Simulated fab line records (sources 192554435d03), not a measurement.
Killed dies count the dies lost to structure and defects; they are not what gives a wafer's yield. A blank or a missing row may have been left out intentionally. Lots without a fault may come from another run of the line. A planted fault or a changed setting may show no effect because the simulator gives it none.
The tool behind it: which one? / flow n5 finfet / 24 lots, 72 wafers sampled, at 5 steps of a route of 1938

## WHAT EACH GAUGE READ, for each wafer
N5_MOL_CONTACT_COAG_THK_MEAS_53.
lot=L074; measured=day 5 07:47; on=film metro-02; VIA_MOL_THK (nm)=43.8 43.1 44.5
lot=L075; measured=day 5 12:25; on=film metro-01; VIA_MOL_THK (nm)=43.8 43.7 44.5
lot=L076; measured=day 5 20:03; on=film metro-02; VIA_MOL_THK (nm)=43.8 43.9 44.4
lot=L077; measured=day 5 22:54; on=film metro-02; VIA_MOL_THK (nm)=44.2 44.2 44.9
lot=L078; measured=day 6 11:50; on=film metro-02; VIA_MOL_THK (nm)=43.8 44.0 44.4
lot=L079; measured=day 6 16:43; on=film metro-01; VIA_MOL_THK (nm)=43.2 42.9 43.4
lot=L080; measured=day 6 19:06; on=film metro-02; VIA_MOL_THK (nm)=43.7 42.6 44.4
lot=L081; measured=day 6 23:12; on=film metro-02; VIA_MOL_THK (nm)=43.7 44.6 43.7
lot=L082; measured=day 7 03:31; on=film metro-01; VIA_MOL_THK (nm)=44.1 44.9 45.1
lot=L083; measured=day 7 10:43; on=film metro-02; VIA_MOL_THK (nm)=43.3 43.0 44.8
lot=L084; measured=day 7 23:09; on=film metro-01; VIA_MOL_THK (nm)=44.2 44.4 44.8
lot=L085; measured=day 8 03:24; on=film metro-01; VIA_MOL_THK (nm)=42.7 43.3 44.6
lot=L086; measured=day 8 13:17; on=film metro-01; VIA_MOL_THK (nm)=43.7 44.0 44.7
lot=L087; measured=day 8 13:31; on=film metro-01; VIA_MOL_THK (nm)=43.5 44.1 43.7
lot=L088; measured=day 8 19:11; on=film metro-01; VIA_MOL_THK (nm)=43.8 44.4 45.6
lot=L089; measured=day 9 05:11; on=film metro-01; VIA_MOL_THK (nm)=43.3 44.3 44.6
lot=L090; measured=day 9 05:40; on=film metro-02; VIA_MOL_THK (nm)=43.6 44.4 44.7
lot=L091; measured=day 9 15:11; on=film metro-02; VIA_MOL_THK (nm)=43.4 44.4 44.6
lot=L092; measured=day 9 16:32; on=film metro-02; VIA_MOL_THK (nm)=42.9 44.3 44.4
lot=L093; measured=day 10 01:48; on=film metro-01; VIA_MOL_THK (nm)=43.5 44.0 45.0
lot=L094; measured=day 10 03:36; on=film metro-02; VIA_MOL_THK (nm)=44.4 44.6 44.2
lot=L095; measured=day 10 12:19; on=film metro-01; VIA_MOL_THK (nm)=43.6 44.8 44.9
lot=L096; measured=day 10 17:35; on=film metro-01; VIA_MOL_THK (nm)=43.9 42.7 44.6
lot=L097; measured=day 11 05:52; on=film metro-02; VIA_MOL_THK (nm)=43.6 44.9 44.6

## WHICH TOOL RAN EACH LOT (tool, then ch and the chambers of the sampled wafers, then the start)
lot=L074; N5_GATE_CUT_CMP_43=cmp-04 ch 0,2,3, day 4 17:28; N5_MOL_CONTACT_COAG_PRE_CLEAN_142=pvd sputter-02, day 4 23:17; N5_MOL_CONTACT_COAG_CMP_23=cmp-04 ch 0,2,3, day 4 23:36; N5_MOL_CONTACT_COAG_CMP_28=cmp-01 ch 0,2,3, day 5 01:59
lot=L075; N5_GATE_CUT_CMP_43=cmp-04 ch 0,3, day 4 21:23; N5_MOL_CONTACT_COAG_PRE_CLEAN_142=pvd sputter-02, day 5 04:54; N5_MOL_CONTACT_COAG_CMP_23=cmp-03 ch 0,2,3, day 5 05:13; N5_MOL_CONTACT_COAG_CMP_28=cmp-04 ch 0,3, day 5 07:32
lot=L076; N5_GATE_CUT_CMP_43=cmp-04 ch 1,2,3, day 5 02:28; N5_MOL_CONTACT_COAG_PRE_CLEAN_142=pvd sputter-01, day 5 12:26; N5_MOL_CONTACT_COAG_CMP_23=cmp-03 ch 1,2, day 5 12:43; N5_MOL_CONTACT_COAG_CMP_28=cmp-03 ch 2,3, day 5 15:05
lot=L077; N5_GATE_CUT_CMP_43=cmp-02 ch 2,3, day 5 09:31; N5_MOL_CONTACT_COAG_PRE_CLEAN_142=pvd sputter-03, day 5 15:19; N5_MOL_CONTACT_COAG_CMP_23=cmp-03 ch 1,2,3, day 5 15:34; N5_MOL_CONTACT_COAG_CMP_28=cmp-04 ch 1,3, day 5 17:58
lot=L078; N5_GATE_CUT_CMP_43=cmp-03 ch 0,1,3, day 5 19:55; N5_MOL_CONTACT_COAG_PRE_CLEAN_142=pvd sputter-01, day 6 04:17; N5_MOL_CONTACT_COAG_CMP_23=cmp-01 ch 0,2,3, day 6 04:34; N5_MOL_CONTACT_COAG_CMP_28=cmp-04 ch 1,2, day 6 07:09
lot=L079; N5_GATE_CUT_CMP_43=cmp-04 ch 1,2,3, day 6 02:35; N5_MOL_CONTACT_COAG_PRE_CLEAN_142=pvd sputter-01, day 6 09:59; N5_MOL_CONTACT_COAG_CMP_23=cmp-01 ch 0,3, day 6 10:15; N5_MOL_CONTACT_COAG_CMP_28=cmp-03 ch 2,3, day 6 12:38
lot=L080; N5_GATE_CUT_CMP_43=cmp-02 ch 1,2, day 6 05:09; N5_MOL_CONTACT_COAG_PRE_CLEAN_142=pvd sputter-02, day 6 11:54; N5_MOL_CONTACT_COAG_CMP_23=cmp-03 ch 0,1,3, day 6 12:14; N5_MOL_CONTACT_COAG_CMP_28=cmp-01 ch 0,1,2, day 6 14:42
lot=L081; N5_GATE_CUT_CMP_43=cmp-04 ch 1,2,3, day 6 09:08; N5_MOL_CONTACT_COAG_PRE_CLEAN_142=pvd sputter-03, day 6 16:02; N5_MOL_CONTACT_COAG_CMP_23=cmp-03 ch 0,2, day 6 16:17; N5_MOL_CONTACT_COAG_CMP_28=cmp-04 ch 0,2, day 6 18:43
lot=L082; N5_GATE_CUT_CMP_43=cmp-02 ch 0,1, day 6 13:46; N5_MOL_CONTACT_COAG_PRE_CLEAN_142=pvd sputter-03, day 6 19:39; N5_MOL_CONTACT_COAG_CMP_23=cmp-03 ch 0,1,3, day 6 19:56; N5_MOL_CONTACT_COAG_CMP_28=cmp-04 ch 2,3, day 6 22:17
lot=L083; N5_GATE_CUT_CMP_43=cmp-03 ch 0,1,2, day 6 18:01; N5_MOL_CONTACT_COAG_PRE_CLEAN_142=pvd sputter-02, day 7 02:05; N5_MOL_CONTACT_COAG_CMP_23=cmp-01 ch 1,2,3, day 7 02:26; N5_MOL_CONTACT_COAG_CMP_28=cmp-03 ch 0,1,3, day 7 06:19
lot=L084; N5_GATE_CUT_CMP_43=cmp-04 ch 0,1,2, day 7 04:50; N5_MOL_CONTACT_COAG_PRE_CLEAN_142=pvd sputter-01, day 7 15:01; N5_MOL_CONTACT_COAG_CMP_23=cmp-01 ch 0,1,3, day 7 15:20; N5_MOL_CONTACT_COAG_CMP_28=cmp-04 ch 1,2,3, day 7 17:44
lot=L085; N5_GATE_CUT_CMP_43=cmp-02 ch 0,1,3, day 7 10:01; N5_MOL_CONTACT_COAG_PRE_CLEAN_142=pvd sputter-01, day 7 18:39; N5_MOL_CONTACT_COAG_CMP_23=cmp-03 ch 0,1,2, day 7 19:00; N5_MOL_CONTACT_COAG_CMP_28=cmp-01 ch 0,1,2, day 7 21:40
lot=L086; N5_GATE_CUT_CMP_43=cmp-03 ch 0,1, day 7 22:14; N5_MOL_CONTACT_COAG_PRE_CLEAN_142=pvd sputter-01, day 8 04:55; N5_MOL_CONTACT_COAG_CMP_23=cmp-03 ch 1,2, day 8 05:10; N5_MOL_CONTACT_COAG_CMP_28=cmp-03 ch 0,1, day 8 07:33
lot=L087; N5_GATE_CUT_CMP_43=cmp-02 ch 0,1,2, day 8 01:17; N5_MOL_CONTACT_COAG_PRE_CLEAN_142=pvd sputter-03, day 8 05:50; N5_MOL_CONTACT_COAG_CMP_23=cmp-03 ch 1,2, day 8 06:07; N5_MOL_CONTACT_COAG_CMP_28=cmp-04 ch 1,3, day 8 08:33
lot=L088; N5_GATE_CUT_CMP_43=cmp-04 ch 1,2,3, day 8 04:57; N5_MOL_CONTACT_COAG_PRE_CLEAN_142=pvd sputter-02, day 8 12:24; N5_MOL_CONTACT_COAG_CMP_23=cmp-04 ch 1,2,3, day 8 12:39; N5_MOL_CONTACT_COAG_CMP_28=cmp-03 ch 0,1,3, day 8 15:05
lot=L089; N5_GATE_CUT_CMP_43=cmp-02 ch 1,2,3, day 8 12:54; N5_MOL_CONTACT_COAG_PRE_CLEAN_142=pvd sputter-01, day 8 21:26; N5_MOL_CONTACT_COAG_CMP_23=cmp-01 ch 0,1,3, day 8 21:43; N5_MOL_CONTACT_COAG_CMP_28=cmp-03 ch 2,3, day 9 00:25
lot=L090; N5_GATE_CUT_CMP_43=cmp-03 ch 0,1,3, day 8 13:46; N5_MOL_CONTACT_COAG_PRE_CLEAN_142=pvd sputter-02, day 8 21:32; N5_MOL_CONTACT_COAG_CMP_23=cmp-04 ch 0,2,3, day 8 21:50; N5_MOL_CONTACT_COAG_CMP_28=cmp-03 ch 0,1, day 9 00:36
lot=L091; N5_GATE_CUT_CMP_43=cmp-02 ch 1,2,3, day 8 23:38; N5_MOL_CONTACT_COAG_PRE_CLEAN_142=pvd sputter-01, day 9 07:25; N5_MOL_CONTACT_COAG_CMP_23=cmp-04 ch 0,2,3, day 9 07:44; N5_MOL_CONTACT_COAG_CMP_28=cmp-01 ch 0,2,3, day 9 10:15
lot=L092; N5_GATE_CUT_CMP_43=cmp-03 ch 1,2, day 9 02:20; N5_MOL_CONTACT_COAG_PRE_CLEAN_142=pvd sputter-01, day 9 08:20; N5_MOL_CONTACT_COAG_CMP_23=cmp-04 ch 0,1, day 9 08:35; N5_MOL_CONTACT_COAG_CMP_28=cmp-03 ch 1,2, day 9 11:50
lot=L093; N5_GATE_CUT_CMP_43=cmp-04 ch 0,2,3, day 9 10:17; N5_MOL_CONTACT_COAG_PRE_CLEAN_142=pvd sputter-01, day 9 18:31; N5_MOL_CONTACT_COAG_CMP_23=cmp-04 ch 1,2,3, day 9 18:45; N5_MOL_CONTACT_COAG_CMP_28=cmp-03 ch 0,1,2, day 9 21:13
lot=L094; N5_GATE_CUT_CMP_43=cmp-04 ch 1,2, day 9 14:36; N5_MOL_CONTACT_COAG_PRE_CLEAN_142=pvd sputter-02, day 9 20:31; N5_MOL_CONTACT_COAG_CMP_23=cmp-04 ch 0,1,3, day 9 20:50; N5_MOL_CONTACT_COAG_CMP_28=cmp-04 ch 2,3, day 9 23:17
lot=L095; N5_GATE_CUT_CMP_43=cmp-04 ch 0,3, day 9 22:01; N5_MOL_CONTACT_COAG_PRE_CLEAN_142=pvd sputter-02, day 10 03:52; N5_MOL_CONTACT_COAG_CMP_23=cmp-04 ch 0,1,3, day 10 04:13; N5_MOL_CONTACT_COAG_CMP_28=cmp-03 ch 1,2, day 10 06:32
lot=L096; N5_GATE_CUT_CMP_43=cmp-03 ch 0,3, day 10 03:16; N5_MOL_CONTACT_COAG_PRE_CLEAN_142=pvd sputter-02, day 10 10:27; N5_MOL_CONTACT_COAG_CMP_23=cmp-03 ch 0,1,3, day 10 10:44; N5_MOL_CONTACT_COAG_CMP_28=cmp-01 ch 1,2, day 10 13:07
lot=L097; N5_GATE_CUT_CMP_43=cmp-03 ch 1,2, day 10 13:45; N5_MOL_CONTACT_COAG_PRE_CLEAN_142=pvd sputter-02, day 10 22:22; N5_MOL_CONTACT_COAG_CMP_23=cmp-03 ch 0,2, day 10 22:38; N5_MOL_CONTACT_COAG_CMP_28=cmp-04 ch 2,3, day 11 01:02
- N5_GATE_CUT_CMP_43: polishes SiO2.
- N5_MOL_CONTACT_COAG_PRE_CLEAN_142: time 60 s.
- N5_MOL_CONTACT_COAG_CMP_23: polishes, stops on SiO2, t overpolish 1.5 s, target thk 0 nm.
- N5_MOL_CONTACT_COAG_CMP_28: polishes, stops on SiNx, t overpolish 0.85 s, target thk 14.522 nm.

## WHAT THE TOOLS THEMSELVES READ (means of the sampled wafers that have a number; where no wafer has one, the mark that the record gives instead)
N5_GATE_CUT_CMP_43.
lot=L074; tool=cmp-04; motor current A (A)=13.9; slurry filter dp kPa (kPa)=13.37
lot=L075; tool=cmp-04; motor current A (A)=14.2; slurry filter dp kPa (kPa)=13.48
lot=L076; tool=cmp-04; motor current A (A)=13.7; slurry filter dp kPa (kPa)=13.60
lot=L077; tool=cmp-02; motor current A (A)=11.8; slurry filter dp kPa (kPa)=13.36
lot=L078; tool=cmp-03; motor current A (A)=11.5; slurry filter dp kPa (kPa)=13.47
lot=L079; tool=cmp-04; motor current A (A)=13.7; slurry filter dp kPa (kPa)=13.57
lot=L080; tool=cmp-02; motor current A (A)=12.3; slurry filter dp kPa (kPa)=13.49
lot=L081; tool=cmp-04; motor current A (A)=13.8; slurry filter dp kPa (kPa)=13.59
lot=L082; tool=cmp-02; motor current A (A)=14.1; slurry filter dp kPa (kPa)=13.44
lot=L083; tool=cmp-03; motor current A (A)=12.3; slurry filter dp kPa (kPa)=13.63
lot=L084; tool=cmp-04; motor current A (A)=12.9; slurry filter dp kPa (kPa)=13.46
lot=L085; tool=cmp-02; motor current A (A)=13.3; slurry filter dp kPa (kPa)=13.45
lot=L086; tool=cmp-03; motor current A (A)=12.8; slurry filter dp kPa (kPa)=13.58
lot=L087; tool=cmp-02; motor current A (A)=13.6; slurry filter dp kPa (kPa)=13.45
lot=L088; tool=cmp-04; motor current A (A)=14.0; slurry filter dp kPa (kPa)=13.63
lot=L089; tool=cmp-02; motor current A (A)=12.4; slurry filter dp kPa (kPa)=13.56
lot=L090; tool=cmp-03; motor current A (A)=11.5; slurry filter dp kPa (kPa)=13.51
lot=L091; tool=cmp-02; motor current A (A)=12.5; slurry filter dp kPa (kPa)=13.52
lot=L092; tool=cmp-03; motor current A (A)=12.7; slurry filter dp kPa (kPa)=13.52
lot=L093; tool=cmp-04; motor current A (A)=13.7; slurry filter dp kPa (kPa)=13.59
lot=L094; tool=cmp-04; motor current A (A)=13.5; slurry filter dp kPa (kPa)=13.46
lot=L095; tool=cmp-04; motor current A (A)=13.6; slurry filter dp kPa (kPa)=13.46
lot=L096; tool=cmp-03; motor current A (A)=10.4; slurry filter dp kPa (kPa)=13.53
lot=L097; tool=cmp-03; motor current A (A)=13.0; slurry filter dp kPa (kPa)=13.62

N5_MOL_CONTACT_COAG_PRE_CLEAN_142.
lot=L074; tool=pvd sputter-02; heater power w (W)=426; susceptor temp C (C)=300.02
lot=L075; tool=pvd sputter-02; heater power w (W)=474; susceptor temp C (C)=300.17
lot=L076; tool=pvd sputter-01; heater power w (W)=497; susceptor temp C (C)=299.95
lot=L077; tool=pvd sputter-03; heater power w (W)=417; susceptor temp C (C)=299.81
lot=L078; tool=pvd sputter-01; heater power w (W)=467; susceptor temp C (C)=299.93
lot=L079; tool=pvd sputter-01; heater power w (W)=477; susceptor temp C (C)=299.86
lot=L080; tool=pvd sputter-02; heater power w (W)=442; susceptor temp C (C)=300.19
lot=L081; tool=pvd sputter-03; heater power w (W)=431; susceptor temp C (C)=300.08
lot=L082; tool=pvd sputter-03; heater power w (W)=422; susceptor temp C (C)=299.98
lot=L083; tool=pvd sputter-02; heater power w (W)=480; susceptor temp C (C)=300.00
lot=L084; tool=pvd sputter-01; heater power w (W)=478; susceptor temp C (C)=300.12
lot=L085; tool=pvd sputter-01; heater power w (W)=477; susceptor temp C (C)=299.97
lot=L086; tool=pvd sputter-01; heater power w (W)=480; susceptor temp C (C)=299.93
lot=L087; tool=pvd sputter-03; heater power w (W)=424; susceptor temp C (C)=300.02
lot=L088; tool=pvd sputter-02; heater power w (W)=428; susceptor temp C (C)=299.89
lot=L089; tool=pvd sputter-01; heater power w (W)=473; susceptor temp C (C)=300.07
lot=L090; tool=pvd sputter-02; heater power w (W)=456; susceptor temp C (C)=299.93
lot=L091; tool=pvd sputter-01; heater power w (W)=476; susceptor temp C (C)=299.99
lot=L092; tool=pvd sputter-01; heater power w (W)=510; susceptor temp C (C)=300.14
lot=L093; tool=pvd sputter-01; heater power w (W)=478; susceptor temp C (C)=299.94
lot=L094; tool=pvd sputter-02; heater power w (W)=462; susceptor temp C (C)=299.90
lot=L095; tool=pvd sputter-02; heater power w (W)=436; susceptor temp C (C)=300.19
lot=L096; tool=pvd sputter-02; heater power w (W)=457; susceptor temp C (C)=299.92
lot=L097; tool=pvd sputter-02; heater power w (W)=504; susceptor temp C (C)=299.90

N5_MOL_CONTACT_COAG_CMP_23.
lot=L074; tool=cmp-04; motor current A (A)=9.1; overpolish run s (s)=1.495; platen rpm (rpm)=50.28; slurry filter dp kPa (kPa)=13.63; time to endpoint s (s)=8.8
lot=L075; tool=cmp-03; motor current A (A)=7.7; overpolish run s (s)=1.501; platen rpm (rpm)=50.27; slurry filter dp kPa (kPa)=13.63; time to endpoint s (s)=9.9
lot=L076; tool=cmp-03; motor current A (A)=8.6; overpolish run s (s)=1.499; platen rpm (rpm)=50.29; slurry filter dp kPa (kPa)=13.45; time to endpoint s (s)=15.8
lot=L077; tool=cmp-03; motor current A (A)=8.2; overpolish run s (s)=1.497; platen rpm (rpm)=50.26; slurry filter dp kPa (kPa)=13.55; time to endpoint s (s)=12.9
lot=L078; tool=cmp-01; motor current A (A)=7.6; overpolish run s (s)=1.489; platen rpm (rpm)=50.32; slurry filter dp kPa (kPa)=13.46; time to endpoint s (s)=8.9
lot=L079; tool=cmp-01; motor current A (A)=7.8; overpolish run s (s)=1.504; platen rpm (rpm)=50.27; slurry filter dp kPa (kPa)=13.47; time to endpoint s (s)=8.9
lot=L080; tool=cmp-03; motor current A (A)=7.6; overpolish run s (s)=1.500; platen rpm (rpm)=50.30; slurry filter dp kPa (kPa)=13.37; time to endpoint s (s)=13.2
lot=L081; tool=cmp-03; motor current A (A)=8.0; overpolish run s (s)=1.502; platen rpm (rpm)=50.24; slurry filter dp kPa (kPa)=13.42; time to endpoint s (s)=7.8
lot=L082; tool=cmp-03; motor current A (A)=7.8; overpolish run s (s)=1.495; platen rpm (rpm)=50.25; slurry filter dp kPa (kPa)=13.61; time to endpoint s (s)=12.2
lot=L083; tool=cmp-01; motor current A (A)=7.6; overpolish run s (s)=1.507; platen rpm (rpm)=50.29; slurry filter dp kPa (kPa)=13.60; time to endpoint s (s)=10.6
lot=L084; tool=cmp-01; motor current A (A)=8.0; overpolish run s (s)=1.494; platen rpm (rpm)=50.29; slurry filter dp kPa (kPa)=13.71; time to endpoint s (s)=11.5
lot=L085; tool=cmp-03; motor current A (A)=8.3; overpolish run s (s)=1.492; platen rpm (rpm)=50.29; slurry filter dp kPa (kPa)=13.57; time to endpoint s (s)=10.9
lot=L086; tool=cmp-03; motor current A (A)=8.2; overpolish run s (s)=1.498; platen rpm (rpm)=50.28; slurry filter dp kPa (kPa)=13.48; time to endpoint s (s)=9.3
lot=L087; tool=cmp-03; motor current A (A)=8.6; overpolish run s (s)=1.509; platen rpm (rpm)=50.31; slurry filter dp kPa (kPa)=13.52; time to endpoint s (s)=11.4
lot=L088; tool=cmp-04; motor current A (A)=8.9; overpolish run s (s)=1.494; platen rpm (rpm)=50.27; slurry filter dp kPa (kPa)=13.56; time to endpoint s (s)=11.6
lot=L089; tool=cmp-01; motor current A (A)=8.2; overpolish run s (s)=1.491; platen rpm (rpm)=50.31; slurry filter dp kPa (kPa)=13.35; time to endpoint s (s)=10.9
lot=L090; tool=cmp-04; motor current A (A)=9.3; overpolish run s (s)=1.508; platen rpm (rpm)=50.29; slurry filter dp kPa (kPa)=13.38; time to endpoint s (s)=10.1
lot=L091; tool=cmp-04; motor current A (A)=9.1; overpolish run s (s)=1.497; platen rpm (rpm)=50.27; slurry filter dp kPa (kPa)=13.54; time to endpoint s (s)=11.0
lot=L092; tool=cmp-04; motor current A (A)=8.2; overpolish run s (s)=1.496; platen rpm (rpm)=50.34; slurry filter dp kPa (kPa)=13.49; time to endpoint s (s)=9.3
lot=L093; tool=cmp-04; motor current A (A)=9.2; overpolish run s (s)=1.497; platen rpm (rpm)=50.29; slurry filter dp kPa (kPa)=13.36; time to endpoint s (s)=11.1
lot=L094; tool=cmp-04; motor current A (A)=8.7; overpolish run s (s)=1.498; platen rpm (rpm)=50.29; slurry filter dp kPa (kPa)=13.57; time to endpoint s (s)=9.8
lot=L095; tool=cmp-04; motor current A (A)=9.0; overpolish run s (s)=1.504; platen rpm (rpm)=50.27; slurry filter dp kPa (kPa)=13.60; time to endpoint s (s)=7.8
lot=L096; tool=cmp-03; motor current A (A)=7.7; overpolish run s (s)=1.496; platen rpm (rpm)=50.32; slurry filter dp kPa (kPa)=13.51; time to endpoint s (s)=11.2
lot=L097; tool=cmp-03; motor current A (A)=7.8; overpolish run s (s)=1.495; platen rpm (rpm)=50.29; slurry filter dp kPa (kPa)=13.47; time to endpoint s (s)=10.2

N5_MOL_CONTACT_COAG_CMP_28.
lot=L074; tool=cmp-01; motor current A (A)=11.9; platen rpm (rpm)=51.77; slurry filter dp kPa (kPa)=13.49; time to endpoint s (s)=2.5
lot=L075; tool=cmp-04; motor current A (A)=13.5; platen rpm (rpm)=51.84; slurry filter dp kPa (kPa)=13.50; time to endpoint s (s)=4.6
lot=L076; tool=cmp-03; motor current A (A)=11.1; platen rpm (rpm)=51.83; slurry filter dp kPa (kPa)=13.47; time to endpoint s (s)=4.4
lot=L077; tool=cmp-04; motor current A (A)=14.4; platen rpm (rpm)=51.80; slurry filter dp kPa (kPa)=13.53; time to endpoint s (s)=7.0
lot=L078; tool=cmp-04; motor current A (A)=13.5; platen rpm (rpm)=51.77; slurry filter dp kPa (kPa)=13.46; time to endpoint s (s)=4.2
lot=L079; tool=cmp-03; motor current A (A)=12.0; platen rpm (rpm)=51.83; slurry filter dp kPa (kPa)=13.46; time to endpoint s (s)=6.0
lot=L080; tool=cmp-01; motor current A (A)=12.9; platen rpm (rpm)=51.78; slurry filter dp kPa (kPa)=13.39; time to endpoint s (s)=2.9
lot=L081; tool=cmp-04; motor current A (A)=13.4; platen rpm (rpm)=51.78; slurry filter dp kPa (kPa)=13.45; time to endpoint s (s)=3.0
lot=L082; tool=cmp-04; motor current A (A)=14.3; platen rpm (rpm)=51.79; slurry filter dp kPa (kPa)=13.47; time to endpoint s (s)=3.8
lot=L083; tool=cmp-03; motor current A (A)=11.8; platen rpm (rpm)=51.78; slurry filter dp kPa (kPa)=13.51; time to endpoint s (s)=8.2
lot=L084; tool=cmp-04; motor current A (A)=13.5; platen rpm (rpm)=51.79; slurry filter dp kPa (kPa)=13.64; time to endpoint s (s)=7.4
lot=L085; tool=cmp-01; motor current A (A)=12.2; platen rpm (rpm)=51.80; slurry filter dp kPa (kPa)=13.50; time to endpoint s (s)=6.4
lot=L086; tool=cmp-03; motor current A (A)=13.3; platen rpm (rpm)=51.80; slurry filter dp kPa (kPa)=13.56; time to endpoint s (s)=5.7
lot=L087; tool=cmp-04; motor current A (A)=14.5; platen rpm (rpm)=51.82; slurry filter dp kPa (kPa)=13.49; time to endpoint s (s)=5.2
lot=L088; tool=cmp-03; motor current A (A)=12.2; platen rpm (rpm)=51.84; slurry filter dp kPa (kPa)=13.68; time to endpoint s (s)=4.9
lot=L089; tool=cmp-03; motor current A (A)=11.5; platen rpm (rpm)=51.76; slurry filter dp kPa (kPa)=13.54; time to endpoint s (s)=5.6
lot=L090; tool=cmp-03; motor current A (A)=12.7; platen rpm (rpm)=51.85; slurry filter dp kPa (kPa)=13.57; time to endpoint s (s)=6.3
lot=L091; tool=cmp-01; motor current A (A)=11.9; platen rpm (rpm)=51.82; slurry filter dp kPa (kPa)=13.48; time to endpoint s (s)=3.7
lot=L092; tool=cmp-03; motor current A (A)=12.9; platen rpm (rpm)=51.83; slurry filter dp kPa (kPa)=13.54; time to endpoint s (s)=6.9
lot=L093; tool=cmp-03; motor current A (A)=12.9; platen rpm (rpm)=51.80; slurry filter dp kPa (kPa)=13.35; time to endpoint s (s)=6.9
lot=L094; tool=cmp-04; motor current A (A)=15.0; platen rpm (rpm)=51.80; slurry filter dp kPa (kPa)=13.63; time to endpoint s (s)=4.3
lot=L095; tool=cmp-03; motor current A (A)=13.0; platen rpm (rpm)=51.80; slurry filter dp kPa (kPa)=13.42; time to endpoint s (s)=3.8
lot=L096; tool=cmp-01; motor current A (A)=12.1; platen rpm (rpm)=51.78; slurry filter dp kPa (kPa)=13.59; time to endpoint s (s)=6.1
lot=L097; tool=cmp-04; motor current A (A)=14.8; platen rpm (rpm)=51.82; slurry filter dp kPa (kPa)=13.44; time to endpoint s (s)=1.6

## THE ANSWER, worked out from the rows above alone
Rule: what is usual is taken from the lots themselves. Put in order of their means at a reading, lots are off if they are a third of the lots or fewer, leave a main group of 4 or more, and stand apart from it by a gap of 3 or more times the standard deviation of the main group's means; of several such gaps the widest counts. Not used: any main group whose means are identical at the precision the tables above print for the reading. A lot without any number at a reading at which 4 lots or more have one is off too. All remaining lots with rows at the step are treated as sound. First the gauges in route order, then the tools' own readings, where a lot's mean is used as printed above. At the first step where some lot is off, the reading lying furthest off is the one used; lots without a number count as furthest.
None of the lots is off at any reading shown; this tells nothing.

## WHAT THE SIMULATOR HAD PUT IN
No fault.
